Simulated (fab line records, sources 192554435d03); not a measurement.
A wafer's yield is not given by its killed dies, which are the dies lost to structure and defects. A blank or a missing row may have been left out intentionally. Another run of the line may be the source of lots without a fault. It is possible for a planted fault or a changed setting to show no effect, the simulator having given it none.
2 desks looking at one fault / flow n5Finfet / only its own numbers are on each desk; what lay behind them is given at the end

== THE TOOL OWNER'S DESK: aldMetal-02 ==
The tool's own readings at N5_HKMG_FIN_ALD_36 (deposits TiN, target thk 1 nm, pulse time 1 s, purge time 3 s): means of the sampled wafers that have a number, for each lot that ran on this tool. The brackets show how far a lot's mean lies from the usual mean; more than 4 standard deviations puts the lot out of limits, marked OUT.
Columns: A = heaterPowerW at N5_HKMG_FIN_ALD_36, usual 895 W; B = precursorPulseHeightRel at N5_HKMG_FIN_ALD_36, usual 0.998; C = susceptorTempC at N5_HKMG_FIN_ALD_36, usual 400.00 C
lot=L161; first seen here=day 4 06:19; A=927; B=1.000; C=399.98
lot=L173; first seen here=day 7 04:09; A=838; B=0.987; C=-
lot=L176; first seen here=day 7 21:37; A=893; B=0.995; C=400.13
lot=L177; first seen here=day 8 02:25; A=878; B=1.001; C=400.05
This desk's verdict: no lot among the 4 shows anything out of limits.

== THE METROLOGY DESK ==
Lot by lot, what the gauges showed, no matter which tool ran the lot: averages of those sampled wafers that carry a number. The brackets show how far a lot's mean lies from the usual mean; more than 4 standard deviations puts the lot out of limits, marked OUT.
Columns: A = HK_THK at N5_HKMG_FIN_THK_MEAS_70, usual 1.613 nm
lot=L161; first seen here=day 4 06:36; A=1.617
lot=L170; first seen here=day 6 07:58; A=1.615
lot=L173; first seen here=day 7 04:26; A=1.625
lot=L176; first seen here=day 7 21:53; A=1.626
lot=L177; first seen here=day 8 02:42; A=1.621
lot=L181; first seen here=day 9 08:34; A=1.596
lot=L184; first seen here=day 9 21:10; A=1.612
This desk's verdict: no lot among the 7 shows anything out of limits.

== ALL TOGETHER ==
The tool owner's desk saw nothing out of limits.
Metrology desk: nothing out of limits seen.

== WHAT THE SIMULATOR PUT IN ==
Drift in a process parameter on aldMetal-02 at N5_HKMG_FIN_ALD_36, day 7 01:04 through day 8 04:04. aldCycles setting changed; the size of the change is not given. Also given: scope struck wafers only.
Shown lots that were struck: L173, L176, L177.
